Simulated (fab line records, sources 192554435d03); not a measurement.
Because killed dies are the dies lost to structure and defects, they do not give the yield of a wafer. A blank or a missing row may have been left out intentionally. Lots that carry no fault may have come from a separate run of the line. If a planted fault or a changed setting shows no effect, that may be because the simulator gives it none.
A lot that was struck, set against a sound lot :: flow n5-finfet :: 16 out of 1938 route steps
Sound: the wafers L610.1, L610.3, L610.6. Struck: wafer L616.6. (L616.1, L616.5 of the same lot were not struck and are left out.) The cause comes at the end.
Per side, at each step with rows, come the tool, then ch with its chambers, and then its first start. Under that, the readings that differ: sound wafers :: struck wafers :: difference of the means :: sigmas: that difference in standard deviations of wafers without a fault.
alike: readings whose means differ by less than 2 such deviations, and words and numbers that are the same on both sides. not compared: withheld readings, readings that some wafer has no value for, bounds like >300 that may hide the same value, and numbers for which the record gives no deviation and whose values overlap.
A row with sigmas, a row that says differs or no value, or rows on one side alone: a step with any of these is where the two part. Numbers that don't overlap but have no deviation are shown without sigmas and don't part them. A reading missing from all wafers of one side parts the sides only when that side holds two or more wafers.

first, 4 steps without rows for these wafers: N5_PMOS_HMC_CHANNEL_EPI_SOFTBAKE_04 (time 60 s); N5_PMOS_HMC_CHANNEL_EPI_EXPOSE_06 (exposes mask PMOS HMC BLK, target cd 240 nm); N5_PMOS_HMC_CHANNEL_EPI_PEB_07 (peb time 60 s); N5_PMOS_HMC_CHANNEL_EPI_DEVELOP_08 (develop time 30 s).
N5_PMOS_HMC_CHANNEL_EPI_CD_MEAS_09: target cd 237.4 nm.
  sound on cd-sem-01 ch 0, day 3 11:07; struck on cd-sem-01 ch 0, day 5 00:15
  alike: cd-nm
N5_PMOS_HMC_CHANNEL_EPI_OVL_MEAS_10:
  sound on overlay-01 ch 0, day 3 11:09; struck on overlay-01 ch 0, day 5 00:17
  alike: PMOS_HMC_BLK_OVL
N5_PMOS_HMC_CHANNEL_EPI_INSPECT_11: inspects for defects (macro).
  struck on defect-inspect-02, day 5 00:18; sound on defect-inspect-02, day 3 11:10
  alike: raw-defect-count
N5_PMOS_HMC_CHANNEL_EPI_DESCUM_14: chemistry O2, time 7.9 s.
  sound on rie-diel-02 ch 2,3, day 3 11:13; struck on rie-diel-02 ch 0, day 5 00:20
reading: throttle-valve-pct (%)
sound: 20.48 20.29 20.30
struck: 20.91
difference: +0.55
sigmas: +3
  alike: drypump-motor-current-A, oes-product-au, rf-vpp-V, showerhead-plenum-p-Torr
  not compared: rf-hours-counter-h
N5_PMOS_HMC_CHANNEL_EPI_ETCH_32: etches BARC in N2/H2, stops on SiO2, target depth 85.8 nm, time 50.3 s.
  sound on rie-diel-02 ch 2,3, day 3 11:14; struck on rie-diel-02 ch 0, day 5 00:22
reading: throttle-valve-pct (%)
sound: 17.82 17.65 17.66
struck: 18.47
difference: +0.76
sigmas: +3
  alike: bias-w, drypump-motor-current-A, n2-flow-sccm, oes-product-au, rf-vpp-V, showerhead-plenum-p-Torr
  not compared: rf-hours-counter-h
N5_PMOS_HMC_CHANNEL_EPI_HM_OPEN_15: chemistry CHF3/O2, target SiO2, target depth 40.6 nm, time 20.3 s.
  sound on rie-diel-02 ch 2,3, day 3 11:17; struck on rie-diel-02 ch 0, day 5 00:25
reading: bias-w (W)
sound: 170.5 169.6 169.4
struck: 171.2
difference: +1.4
sigmas: +2

reading: rf-vpp-V (V)
sound: 525 520 521
struck: 508
difference: -14
sigmas: -3

reading: throttle-valve-pct (%)
sound: 18.90 18.71 18.72
struck: 19.48
difference: +0.70
sigmas: +3
  alike: drypump-motor-current-A, oes-product-au, showerhead-plenum-p-Torr
  not compared: rf-hours-counter-h
N5_PMOS_HMC_CHANNEL_EPI_STRIP_33: strips in N2/H2.
  sound on rie-diel-02 ch 2,3, day 3 11:20; struck on rie-diel-02 ch 0, day 5 00:28
reading: throttle-valve-pct (%)
sound: 18.7 18.5 18.4
struck: 19.4
difference: +0.9
sigmas: +2
  alike: drypump-motor-current-A, n2-flow-sccm, oes-product-au, rf-vpp-V, showerhead-plenum-p-Torr
  not compared: rf-hours-counter-h
then, 1 step without rows for these wafers: N5_PMOS_HMC_CHANNEL_EPI_STRIP_17 (strips in SPM, time 750 s).
N5_PMOS_HMC_CHANNEL_EPI_ETCH_38: etches SiO2 in CF4, target depth 1.5 nm.
  sound on rie-si-05 ch 1,3, day 3 11:38; struck on rie-si-05 ch 0, day 5 00:47
reading: oes-product-au (a.u.)
sound: 1.029 0.987 1.018
struck: 0.834
difference: -0.177
sigmas: -10

reading: model.etch.depth-nm (nm)
sound: 1.484 1.488 1.483
struck: 1.111
difference: -0.374
sigmas: 
  alike: bias-w, cf4-flow-sccm, drypump-motor-current-A, throttle-valve-pct
  not compared: rf-hours-counter-h
N5_PMOS_HMC_CHANNEL_EPI_FIN_RECESS_16: chemistry HBr/Cl2, target Si, target depth 54 nm, time 18 s.
  sound on rie-si-05 ch 1,3, day 3 11:40; struck on rie-si-05 ch 0, day 5 00:49
  alike: bias-w, drypump-motor-current-A, oes-product-au, throttle-valve-pct
  not compared: rf-hours-counter-h
-- here the record skips 7 days between the struck wafers' starts before and after, leaving off in module PMOS_HMC_CHANNEL_EPI and picking up in module BEOL_M4 (first step shown: number 1111 of the route) --
N5_BEOL_M4_RC_MEAS_101:
  sound on prober-02 ch 0, day 10 09:14; struck on prober-02 ch 0, day 11 14:02
reading: DIBL_N (mV/V)
sound: 36.0 35.3 35.4
struck: 38.7
difference: +3.1
sigmas: +3

reading: IOFF_N (nA/um)
sound: 0.166 0.146 0.150
struck: 0.201
difference: +0.047
sigmas: +2
  alike: DIBL_P, IOFF_P, ION_N, ION_P, SS_N, SS_P, VT_N, VT_P
N5_PASSIVATION_PROBE_49:
  the record has rows for the sound wafers here (prober-02, day 14 20:57) and none for the struck ones

## WHERE THEY PART
First at N5_PMOS_HMC_CHANNEL_EPI_DESCUM_14; last, within this record, at N5_PASSIVATION_PROBE_49.

WHY: what the simulator had put in
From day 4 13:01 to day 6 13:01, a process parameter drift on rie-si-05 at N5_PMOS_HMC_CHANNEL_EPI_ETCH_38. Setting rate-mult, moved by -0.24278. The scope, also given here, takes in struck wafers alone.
